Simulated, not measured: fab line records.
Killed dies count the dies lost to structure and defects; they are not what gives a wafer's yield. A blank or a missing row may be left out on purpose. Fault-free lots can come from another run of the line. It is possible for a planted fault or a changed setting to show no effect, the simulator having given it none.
The tool behind it: which one? | flow n5 finfet | 9 lots with 24 wafers sampled at 3 steps, on a route of 1938 steps

== WHAT EACH GAUGE READ, for each wafer ==
N5_BEOL_M4_OCD_MEAS_38.
lot  | measured     | on     | trench depth nm (nm)
L748 | day 8 14:55  | ocd-02 | 55.4 55.5 55.7
L754 | day 10 01:04 | ocd-01 | 55.1 55.1 56.2
L755 | day 10 05:55 | ocd-01 | 31.5 55.6
L756 | day 10 13:46 | ocd-02 | 30.7 55.4
L757 | day 10 21:30 | ocd-02 | 56.3 31.4
L760 | day 11 23:47 | ocd-01 | 56.2 54.6 55.2
L763 | day 12 12:07 | ocd-02 | 53.5 56.1 54.6
L764 | day 13 19:28 | ocd-01 | 55.7 56.4 56.7
L767 | day 13 22:46 | ocd-02 | 55.7 53.8 56.4

== WHAT TOOL EACH LOT RAN ON (gives the tool, then ch and the chambers of the sampled wafers, and finally the start) ==
lot  | N5_BEOL_M4_VIA_ETCH_34             | N5_BEOL_M4_TRENCH_ETCH_37
L748 | rie diel-01 ch 2,3, day 8 14:39    | rie diel-01 ch 2,3, day 8 14:45
L754 | rie diel-01 ch 0,2,3, day 10 00:48 | rie diel-01 ch 0,2,3, day 10 00:54
L755 | rie diel-01 ch 2,3, day 10 05:40   | rie diel-01 ch 2,3, day 10 05:46
L756 | rie diel-01 ch 3, day 10 13:31     | rie diel-01 ch 3, day 10 13:37
L757 | rie diel-01 ch 1, day 10 21:14     | rie diel-01 ch 1, day 10 21:20
L760 | rie diel-02 ch 1,2,3, day 11 23:31 | rie diel-02 ch 1,2,3, day 11 23:37
L763 | rie diel-02 ch 0,1, day 12 11:52   | rie diel-02 ch 0,1, day 12 11:58
L764 | rie diel-02 ch 1,2, day 13 19:12   | rie diel-02 ch 1,2, day 13 19:18
L767 | rie diel-02 ch 0,1,2, day 13 22:31 | rie diel-02 ch 0,1,2, day 13 22:37
- N5_BEOL_M4_VIA_ETCH_34: etches the open film in C4F6/O2, target depth 69.4 nm, time 65.9 s.
- N5_BEOL_M4_TRENCH_ETCH_37: etches SiOC in C4F6/O2, target depth 55.555 nm, time 29.2 s.

== THE ANSWER, worked out from the rows above alone ==
Rule: what is usual is taken from the lots themselves. Put in order of their means at a reading, lots are off if they are a third of the lots or fewer, leave a main group of 4 or more, and stand apart from it by a gap of 3 or more times the standard deviation of the main group's means; of several such gaps the widest counts. A main group whose means are all the same, to the digits that the tables above print for the reading, isn't used. Also off: a lot with no number at a reading for which 4 or more lots have one. The other lots that the step has rows for count as sound.
Off at N5_BEOL_M4_OCD_MEAS_38 (trench depth nm): L755, L756, L757. Main group: mean 55.4 nm, sd 0.45.
If a tool, at a process step before that reading, ran all the lots that are off and no sound lot after the first of them, it fits. Gauges at N5_BEOL_M4_OCD_MEAS_38: tried the same way as those tools. One fits: N5_BEOL_M4_VIA_ETCH_34 and N5_BEOL_M4_TRENCH_ETCH_37 on rie diel-01. At N5_BEOL_M4_VIA_ETCH_34 its last sound lot is L754 (day 10 00:48), its first lot that is off L755 (day 10 05:40): a fault that began between those two fits.

== WHAT THE SIMULATOR HAD PUT IN ==
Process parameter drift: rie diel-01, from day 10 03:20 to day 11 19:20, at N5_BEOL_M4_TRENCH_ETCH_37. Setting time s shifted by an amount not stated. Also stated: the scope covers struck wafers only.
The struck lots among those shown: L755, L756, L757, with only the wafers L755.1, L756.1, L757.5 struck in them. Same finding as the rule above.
